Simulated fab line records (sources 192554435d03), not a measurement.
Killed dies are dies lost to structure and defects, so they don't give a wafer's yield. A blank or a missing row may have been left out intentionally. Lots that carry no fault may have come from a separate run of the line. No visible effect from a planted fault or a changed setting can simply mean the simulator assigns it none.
Chamber matching	flow n5_finfet	N5_MOL_CONTACT_COAG_ETCH_110 on rie_diel-01: 4 sister chambers
The step etches Si in CF4/O2, target depth 2.5 nm, time 8 s. 14 wafers are shown with their chamber, then 7 later ones without.

## WAFERS WITH THEIR CHAMBER
wafer	chamber	showerhead_plenum_p_Torr (Torr)	throttle_valve_pct (%)	oes_product_au (a.u.)
L084.2	2	2.22	10.58	0.77
L084.5	3	2.35	10.33	0.88
L084.6	1	2.18	10.39	0.90
L085.3	3	2.35	10.35	0.87
L085.4	3	2.35	10.34	0.86
L085.6	1	2.17	10.39	0.90
L089.2	3	2.34	10.38	0.86
L089.3	2	2.21	10.63	0.76
L089.4	0	2.27	10.10	0.97
L094.1	1	2.17	10.46	0.86
L094.2	0	2.27	10.16	0.93
L094.3	2	2.21	10.63	0.75
L094.4	3	2.34	10.41	0.84
L094.5	2	2.21	10.63	0.75

SIGNATURES (averages over the wafers above)
reading	chamber 0	chamber 1	chamber 2	chamber 3	scatter within a chamber
showerhead_plenum_p_Torr	2.2700	2.1733	2.2125	2.3460	0.00512
throttle_valve_pct	10.1300	10.4133	10.6175	10.3620	0.0335
oes_product_au	0.9500	0.8867	0.7575	0.8620	0.0174
Rule: distance of a wafer from a chamber = root of the sum over the readings of ((wafer's reading minus chamber's mean) / reading's scatter) squared. If the next closest chamber is less than 2 further off than the closest, the wafer can't be placed; otherwise it belongs to the closest. The scatter: the root of (the sum of the squares of (reading less its chamber's mean) over the shown wafers, divided by (wafers less chambers)).

## WAFERS MISSING THEIR CHAMBER
wafer	showerhead_plenum_p_Torr (Torr)	throttle_valve_pct (%)	oes_product_au (a.u.)
L094.6	2.34	10.40	0.83
L095.2	2.21	10.66	0.75
L095.4	2.34	10.40	0.84
L095.6	2.17	10.45	0.86
L097.1	2.34	10.42	0.83
L097.3	2.17	10.48	0.87
L097.5	2.17	10.46	0.87

## CHAMBER TAKEN BY EACH
wafer	from the rows above	in truth
L094.6	3	3
L095.2	2	2
L095.4	3	3
L095.6	1	1
L097.1	3	3
L097.3	1	1
L097.5	1	1
7 of 7 placed correctly. Not placeable from these rows: 0. Number placed wrongly: 0.
